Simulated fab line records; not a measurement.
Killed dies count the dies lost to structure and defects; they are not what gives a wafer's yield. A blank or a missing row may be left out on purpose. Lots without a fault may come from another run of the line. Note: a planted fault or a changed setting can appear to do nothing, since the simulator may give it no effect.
Which tool did it? || flow n5_finfet || 12 lots, 36 wafers sampled, at 3 steps of a route of 1938

WHAT THE GAUGES SHOWED, per wafer
N5_PASSIVATION_OVL_MEAS_60.
{"lot": "L581", "measured": "day 11 06:43", "on": "overlay-02", "TV_OVL (nm)": "-3 3 -2"}
{"lot": "L582", "measured": "day 12 03:13", "on": "overlay-02", "TV_OVL (nm)": "-9 -8 -11"}
{"lot": "L583", "measured": "day 12 07:16", "on": "overlay-02", "TV_OVL (nm)": "-4 -15 -2"}
{"lot": "L584", "measured": "day 12 06:48", "on": "overlay-01", "TV_OVL (nm)": "0 12 -8"}
{"lot": "L588", "measured": "day 13 13:26", "on": "overlay-02", "TV_OVL (nm)": "-4 0 -5"}
{"lot": "L593", "measured": "day 15 08:46", "on": "overlay-02", "TV_OVL (nm)": "-3 -1 -9"}
{"lot": "L595", "measured": "day 15 14:44", "on": "overlay-02", "TV_OVL (nm)": "-1 -4 -12"}
{"lot": "L596", "measured": "day 15 10:14", "on": "overlay-01", "TV_OVL (nm)": "-3 0 -6"}
{"lot": "L598", "measured": "day 16 01:56", "on": "overlay-02", "TV_OVL (nm)": "3 -3 -10"}
{"lot": "L601", "measured": "day 16 08:19", "on": "overlay-01", "TV_OVL (nm)": "4 -8 -5"}
{"lot": "L603", "measured": "day 16 23:42", "on": "overlay-01", "TV_OVL (nm)": "-4 -5 -3"}
{"lot": "L604", "measured": "day 17 17:19", "on": "overlay-02", "TV_OVL (nm)": "-9 -6 -13"}

EACH LOT AND THE TOOL THAT RAN IT (in order: tool; ch and the chambers of the sampled wafers; start)
{"lot": "L581", "N5_GATE_CUT_ETCH_47": "rie_metal-02 ch 0,1, day 4 09:40", "N5_MIM_BOT_ETCH_ETCH_03": "rie_metal-03 ch 0,1, day 11 05:11"}
{"lot": "L582", "N5_GATE_CUT_ETCH_47": "rie_metal-01 ch 0,1, day 4 22:52", "N5_MIM_BOT_ETCH_ETCH_03": "rie_metal-01 ch 0,1, day 12 00:37"}
{"lot": "L583", "N5_GATE_CUT_ETCH_47": "rie_metal-03 ch 0,1, day 5 01:33", "N5_MIM_BOT_ETCH_ETCH_03": "rie_metal-01 ch 0,1, day 12 06:04"}
{"lot": "L584", "N5_GATE_CUT_ETCH_47": "rie_metal-02 ch 0,1, day 5 07:43", "N5_MIM_BOT_ETCH_ETCH_03": "rie_metal-02 ch 1, day 12 05:24"}
{"lot": "L588", "N5_GATE_CUT_ETCH_47": "rie_metal-02 ch 0,1, day 6 13:38", "N5_MIM_BOT_ETCH_ETCH_03": "rie_metal-02 ch 0,1, day 13 10:22"}
{"lot": "L593", "N5_GATE_CUT_ETCH_47": "rie_metal-02 ch 0,1, day 7 13:38", "N5_MIM_BOT_ETCH_ETCH_03": "rie_metal-02 ch 1, day 15 05:28"}
{"lot": "L595", "N5_GATE_CUT_ETCH_47": "rie_metal-01 ch 1, day 8 02:52", "N5_MIM_BOT_ETCH_ETCH_03": "rie_metal-01 ch 0,1, day 15 09:03"}
{"lot": "L596", "N5_GATE_CUT_ETCH_47": "rie_metal-03 ch 0,1, day 8 10:35", "N5_MIM_BOT_ETCH_ETCH_03": "rie_metal-03 ch 0,1, day 15 08:42"}
{"lot": "L598", "N5_GATE_CUT_ETCH_47": "rie_metal-03 ch 0,1, day 8 22:41", "N5_MIM_BOT_ETCH_ETCH_03": "rie_metal-03 ch 0,1, day 16 00:44"}
{"lot": "L601", "N5_GATE_CUT_ETCH_47": "rie_metal-03 ch 0,1, day 9 13:34", "N5_MIM_BOT_ETCH_ETCH_03": "rie_metal-02 ch 0,1, day 16 06:10"}
{"lot": "L603", "N5_GATE_CUT_ETCH_47": "rie_metal-01 ch 0,1, day 10 04:16", "N5_MIM_BOT_ETCH_ETCH_03": "rie_metal-01 ch 0,1, day 16 20:36"}
{"lot": "L604", "N5_GATE_CUT_ETCH_47": "rie_metal-03 ch 1, day 10 11:39", "N5_MIM_BOT_ETCH_ETCH_03": "rie_metal-01 ch 0,1, day 17 15:11"}
- N5_GATE_CUT_ETCH_47: etches SiO2 in Cl2/BCl3, target depth 10 nm.
- N5_MIM_BOT_ETCH_ETCH_03: etches the open film in Cl2/BCl3, target depth 12 nm.

AS READ BY THE TOOLS THEMSELVES (means over the sampled wafers that have a number; for cases with no such wafer, the mark the record gives instead)
N5_GATE_CUT_ETCH_47.
{"lot": "L581", "tool": "rie_metal-02", "drypump_motor_current_A (A)": 5.4, "he_backside_leak_sccm (sccm)": 3.3, "oes_product_au (a.u.)": 0.82, "throttle_valve_pct (%)": 22.4}
{"lot": "L582", "tool": "rie_metal-01", "drypump_motor_current_A (A)": 5.8, "he_backside_leak_sccm (sccm)": 3.5, "oes_product_au (a.u.)": 0.82, "throttle_valve_pct (%)": 23.0}
{"lot": "L583", "tool": "rie_metal-03", "drypump_motor_current_A (A)": 5.4, "he_backside_leak_sccm (sccm)": 3.5, "oes_product_au (a.u.)": 0.86, "throttle_valve_pct (%)": 23.1}
{"lot": "L584", "tool": "rie_metal-02", "drypump_motor_current_A (A)": 5.4, "he_backside_leak_sccm (sccm)": 3.3, "oes_product_au (a.u.)": 0.84, "throttle_valve_pct (%)": 22.6}
{"lot": "L588", "tool": "rie_metal-02", "drypump_motor_current_A (A)": 5.4, "he_backside_leak_sccm (sccm)": 3.6, "oes_product_au (a.u.)": 0.81, "throttle_valve_pct (%)": 22.4}
{"lot": "L593", "tool": "rie_metal-02", "drypump_motor_current_A (A)": 5.3, "he_backside_leak_sccm (sccm)": 3.5, "oes_product_au (a.u.)": 0.82, "throttle_valve_pct (%)": 22.6}
{"lot": "L595", "tool": "rie_metal-01", "drypump_motor_current_A (A)": 6.1, "he_backside_leak_sccm (sccm)": 3.4, "oes_product_au (a.u.)": 0.81, "throttle_valve_pct (%)": 23.2}
{"lot": "L596", "tool": "rie_metal-03", "drypump_motor_current_A (A)": 5.4, "he_backside_leak_sccm (sccm)": 3.4, "oes_product_au (a.u.)": 0.82, "throttle_valve_pct (%)": 23.1}
{"lot": "L598", "tool": "rie_metal-03", "drypump_motor_current_A (A)": 5.4, "he_backside_leak_sccm (sccm)": 3.5, "oes_product_au (a.u.)": 0.83, "throttle_valve_pct (%)": 23.1}
{"lot": "L601", "tool": "rie_metal-03", "drypump_motor_current_A (A)": 5.1, "he_backside_leak_sccm (sccm)": 3.6, "oes_product_au (a.u.)": 0.74, "throttle_valve_pct (%)": 23.3}
{"lot": "L603", "tool": "rie_metal-01", "drypump_motor_current_A (A)": 5.6, "he_backside_leak_sccm (sccm)": 3.6, "oes_product_au (a.u.)": 0.76, "throttle_valve_pct (%)": 22.8}
{"lot": "L604", "tool": "rie_metal-03", "drypump_motor_current_A (A)": 5.6, "he_backside_leak_sccm (sccm)": 3.6, "oes_product_au (a.u.)": 0.88, "throttle_valve_pct (%)": 23.0}

N5_MIM_BOT_ETCH_ETCH_03.
{"lot": "L581", "tool": "rie_metal-03", "drypump_motor_current_A (A)": 5.4, "he_backside_leak_sccm (sccm)": 3.5, "oes_product_au (a.u.)": 0.79, "throttle_valve_pct (%)": 27.9}
{"lot": "L582", "tool": "rie_metal-01", "drypump_motor_current_A (A)": 5.6, "he_backside_leak_sccm (sccm)": 3.5, "oes_product_au (a.u.)": 0.76, "throttle_valve_pct (%)": 27.6}
{"lot": "L583", "tool": "rie_metal-01", "drypump_motor_current_A (A)": 5.6, "he_backside_leak_sccm (sccm)": 3.5, "oes_product_au (a.u.)": 0.74, "throttle_valve_pct (%)": 27.6}
{"lot": "L584", "tool": "rie_metal-02", "drypump_motor_current_A (A)": 5.2, "he_backside_leak_sccm (sccm)": 3.4, "oes_product_au (a.u.)": 0.81, "throttle_valve_pct (%)": 27.4}
{"lot": "L588", "tool": "rie_metal-02", "drypump_motor_current_A (A)": 5.4, "he_backside_leak_sccm (sccm)": 4.0, "oes_product_au (a.u.)": 0.77, "throttle_valve_pct (%)": 27.2}
{"lot": "L593", "tool": "rie_metal-02", "drypump_motor_current_A (A)": 5.3, "he_backside_leak_sccm (sccm)": 3.3, "oes_product_au (a.u.)": 0.79, "throttle_valve_pct (%)": 27.4}
{"lot": "L595", "tool": "rie_metal-01", "drypump_motor_current_A (A)": 5.8, "he_backside_leak_sccm (sccm)": 3.4, "oes_product_au (a.u.)": 0.75, "throttle_valve_pct (%)": 27.8}
{"lot": "L596", "tool": "rie_metal-03", "drypump_motor_current_A (A)": 5.4, "he_backside_leak_sccm (sccm)": 3.8, "oes_product_au (a.u.)": 0.76, "throttle_valve_pct (%)": 27.9}
{"lot": "L598", "tool": "rie_metal-03", "drypump_motor_current_A (A)": 5.4, "he_backside_leak_sccm (sccm)": 3.5, "oes_product_au (a.u.)": 0.76, "throttle_valve_pct (%)": 28.0}
{"lot": "L601", "tool": "rie_metal-02", "drypump_motor_current_A (A)": 5.4, "he_backside_leak_sccm (sccm)": 3.3, "oes_product_au (a.u.)": 0.74, "throttle_valve_pct (%)": 27.2}
{"lot": "L603", "tool": "rie_metal-01", "drypump_motor_current_A (A)": 5.5, "he_backside_leak_sccm (sccm)": 3.6, "oes_product_au (a.u.)": 0.72, "throttle_valve_pct (%)": 27.6}
{"lot": "L604", "tool": "rie_metal-01", "drypump_motor_current_A (A)": 5.6, "he_backside_leak_sccm (sccm)": 3.6, "oes_product_au (a.u.)": 0.71, "throttle_valve_pct (%)": 27.6}

THE ANSWER, worked out from the rows above alone
Rule: what is usual is taken from the lots themselves. The widest of any qualifying gaps counts: lots, ordered by their means at a reading, are off when they make up no more than a third of the lots, leave a main group of 4 or more, and stand apart from it by 3 or more times the standard deviation of that group's means. If all means in a main group match to the digits the tables above print for the reading, that group is not used. Also off: a lot with no number at a reading for which 4 or more lots have one. All remaining lots with rows at the step are treated as sound. The gauges are gone through in route order, then the tools' own readings, and for those a lot's mean is taken as printed above. The first step at which some lot is off is used, and at that step the reading that is off furthest; a lot without a number counts as furthest.
No lot is off on any of the readings shown, so nothing can be concluded from this.

WHAT THE SIMULATOR HAD INSERTED
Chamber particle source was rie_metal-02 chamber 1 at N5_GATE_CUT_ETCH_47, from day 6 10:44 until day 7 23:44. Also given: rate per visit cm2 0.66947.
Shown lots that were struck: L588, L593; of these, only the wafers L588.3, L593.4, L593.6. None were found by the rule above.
